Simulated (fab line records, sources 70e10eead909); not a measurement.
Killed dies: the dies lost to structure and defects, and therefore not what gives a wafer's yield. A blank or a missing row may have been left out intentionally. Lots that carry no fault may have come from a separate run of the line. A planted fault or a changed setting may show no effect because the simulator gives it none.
Which tool did it? ; flow nand harc ; Sampling: 11 lots, 33 wafers, 6 of 1159 route steps

WHAT THE GAUGES READ, wafer by wafer
NHARC_P_M0_CD_MEAS_09: target cd 90 nm.
lot;measured;on;cd nm (nm)
L663;day 6 05:10;cd sem-01;89.9 91.5 89.5
L666;day 7 00:20;cd sem-02;89.8 90.0 90.2
L664;day 7 01:07;cd sem-03;89.6 90.2 88.9
L667;day 7 16:01;cd sem-02;88.9 88.9 90.3
L668;day 8 00:17;cd sem-03;90.0 90.8 90.3
L669;day 8 00:56;cd sem-01;90.9 90.4 90.0
L670;day 8 09:08;cd sem-02;90.9 90.4 90.0
L673;day 8 22:58;cd sem-01;89.4 89.5 89.0
L674;day 8 23:31;cd sem-01;96.7 97.5 98.1
L675;day 9 17:55;cd sem-02;98.9 98.0 97.8
L677;day 9 23:43;cd sem-03;89.6 89.3 89.0

NHARC_P_M0_THK_MEAS_24: measures by xrf.
lot;measured;on;thk nm (nm)
L663;day 6 07:43;film metro-01;118.3 118.4 118.7
L666;day 7 02:54;film metro-01;112.6 117.5 115.5
L664;day 7 03:37;film metro-02;116.4 114.1 118.5
L667;day 7 18:40;film metro-01;116.1 118.0 116.4
L668;day 8 02:47;film metro-02;115.6 113.6 117.6
L669;day 8 03:27;film metro-02;114.9 114.4 118.4
L670;day 8 11:38;film metro-02;117.8 118.2 115.6
L673;day 9 02:20;film metro-02;117.8 117.6 118.5
L674;day 9 02:38;film metro-02;118.7 122.4 119.4
L675;day 9 20:25;film metro-02;116.3 119.1 119.8
L677;day 10 02:13;film metro-02;115.8 118.2 116.6

NHARC_END_SORT_01.
lot;measured;on;defect limited yield (%);killed at array;killed at other;killed at periphery;killed dies;killed open;killed short;sort_bin_2_pct (%);sort_bin_3_pct (%);sort_bin_4_pct (%);sort n pass;sort rim yield pct (%);sort yield pct (%)
L674;day 22 23:26;prober-01;94.8 93.6;30 39;1 0;4 4;35 43;2 2;0 2;1.6 2.5;0.44 0.74;3.1 3.1;642 634;96.2 96.2;94.8 93.6

WHAT TOOL EACH LOT RAN ON (gives the tool, then ch and the chambers of the sampled wafers, and finally the start)
lot;NHARC_P_GATE_STRIP_95;NHARC_P_M0_PEB_07;NHARC_P_M0_STRIP_18
L663;plasma asher-02 ch 0,1, day 5 21:39;litho track-04 ch 0, day 6 05:04;rie diel-09 ch 0,2,3, day 6 05:44
L666;plasma asher-02 ch 0,1, day 6 16:41;litho track-06 ch 0, day 7 00:16;rie diel-09 ch 1,2, day 7 00:56
L664;plasma asher-02 ch 0,1, day 6 17:28;litho track-01 ch 0, day 7 01:02;rie diel-07 ch 0,2, day 7 01:41
L667;plasma asher-01 ch 0,1, day 7 04:38;litho track-01 ch 0, day 7 15:56;rie diel-07 ch 0,2,3, day 7 16:39
L668;plasma asher-01 ch 1, day 7 09:30;litho track-06 ch 0, day 8 00:12;rie diel-09 ch 0,2,3, day 8 00:50
L669;plasma asher-02 ch 0,1, day 7 10:05;litho track-04 ch 0, day 8 00:52;rie diel-09 ch 0,1,2, day 8 01:33
L670;plasma asher-02 ch 0,1, day 8 01:19;litho track-01 ch 0, day 8 09:03;rie diel-07 ch 0,2,3, day 8 09:44
L673;plasma asher-01 ch 0,1, day 8 13:07;litho track-01 ch 0, day 8 22:53;rie diel-02 ch 0,1,2, day 8 23:32
L674;plasma asher-02 ch 0,1, day 8 13:19;litho track-01 ch 0, day 8 23:26;rie diel-07 ch 0,3, day 9 00:04
L675;plasma asher-02 ch 1, day 9 08:08;litho track-01 ch 0, day 9 17:50;rie diel-02 ch 1,3, day 9 18:29
L677;plasma asher-02 ch 0,1, day 9 16:06;litho track-06 ch 0, day 9 23:38;rie diel-09 ch 0,1,3, day 10 00:19
- NHARC_P_GATE_STRIP_95: strips in O2.
- NHARC_P_M0_PEB_07: peb time 65 s.
- NHARC_P_M0_STRIP_18: strips in N2/H2.

AS READ BY THE TOOLS THEMSELVES (means over the sampled wafers that have a number; for cases with no such wafer, the mark the record gives instead)
NHARC_P_GATE_STRIP_95.
lot;tool;drypump motor current A (A);heater power w (W)
L663;plasma asher-02;6.0;320
L666;plasma asher-02;6.0;325
L664;plasma asher-02;6.0;319
L667;plasma asher-01;6.2;363
L668;plasma asher-01;6.5;389
L669;plasma asher-02;6.0;321
L670;plasma asher-02;5.9;309
L673;plasma asher-01;6.3;368
L674;plasma asher-02;6.0;315
L675;plasma asher-02;6.2;318
L677;plasma asher-02;5.8;308

NHARC_P_M0_PEB_07.
lot;tool;exhaust pa (Pa);heater power total W (W);plate temp C (C)
L663;litho track-04;45.3;156.5;99.91
L666;litho track-06;46.0;156.3;99.82
L664;litho track-01;44.7;156.5;100.11
L667;litho track-01;45.5;156.6;100.03
L668;litho track-06;44.1;156.7;100.03
L669;litho track-04;44.6;156.3;99.97
L670;litho track-01;45.5;156.7;99.95
L673;litho track-01;45.3;156.5;99.96
L674;litho track-01;46.0;161.5;102.39
L675;litho track-01;45.6;161.8;102.42
L677;litho track-06;45.4;157.0;100.11

NHARC_P_M0_STRIP_18.
lot;tool;drypump motor current A (A);h2 flow sccm (sccm);oes product au (a.u.);rf fwd power W (W);rf vpp V (V);showerhead plenum p Torr (Torr);throttle valve pct (%)
L663;rie diel-09;5.7;150.4;0.995;1000;89.9;2.02;14.171
L666;rie diel-09;5.6;150.5;0.997;996;90.5;2.15;14.171
L664;rie diel-07;5.6;149.8;1.010;996;89.6;1.98;14.162
L667;rie diel-07;5.7;150.0;1.012;993;90.6;1.96;14.170
L668;rie diel-09;5.7;150.0;1.005;996;91.2;2.02;14.167
L669;rie diel-09;6.0;150.5;0.993;996;90.8;2.09;14.183
L670;rie diel-07;5.7;150.2;1.007;1000;90.9;1.95;14.185
L673;rie diel-02;5.6;149.6;1.000;998;91.0;2.00;14.167
L674;rie diel-07;5.7;149.9;1.008;996;89.9;1.93;14.168
L675;rie diel-02;5.7;150.0;0.989;995;90.2;1.98;14.167
L677;rie diel-09;6.1;149.5;0.990;1000;90.0;2.02;14.180

THE ANSWER, worked out from the rows above alone
Rule: what is usual is taken from the lots themselves. The widest of any qualifying gaps counts: lots, ordered by their means at a reading, are off when they make up no more than a third of the lots, leave a main group of 4 or more, and stand apart from it by 3 or more times the standard deviation of that group's means. A main group is skipped when, at the precision printed for the reading in the tables above, its means are all equal. A lot without any number at a reading at which 4 lots or more have one is off too. All remaining lots with rows at the step are treated as sound. First the gauges in route order, then the tools' own readings, where a lot's mean is used as printed above. The first step at which some lot is off is used, and at that step the reading that is off furthest; a lot without a number counts as furthest.
Off at NHARC_P_M0_CD_MEAS_09 (cd nm): L674, L675. Mean 89.9 nm and standard deviation 0.48 in the main group.
If a tool, at a process step before that reading, ran all the lots that are off and no sound lot after the first of them, it fits. Not tried: the gauges at NHARC_P_M0_CD_MEAS_09; whatever is off there is also off at NHARC_P_M0_PEB_07, on other tools, and gauge error can't account for it. One candidate fits, namely litho track-01 at NHARC_P_M0_PEB_07. Its last sound lot is L673 (day 8 22:53), its first lot that is off L674 (day 8 23:26): a fault that began between those two fits.
The tool's own readings at NHARC_P_M0_PEB_07 bear it out: on the lots that are off they differ by more than 5 times the standard deviation of the sound lots' means. heater power total W reads 161.7 W there against 156.6 W on the sound lots; plate temp C reads 102.41 C there against 99.99 C on the sound lots.

WHAT HAD BEEN PUT IN BY THE SIMULATOR
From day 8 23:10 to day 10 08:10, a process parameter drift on litho track-01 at NHARC_P_M0_PEB_07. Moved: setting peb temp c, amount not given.
Struck lots among those shown: L674, L675. This agrees with what the rule above found.
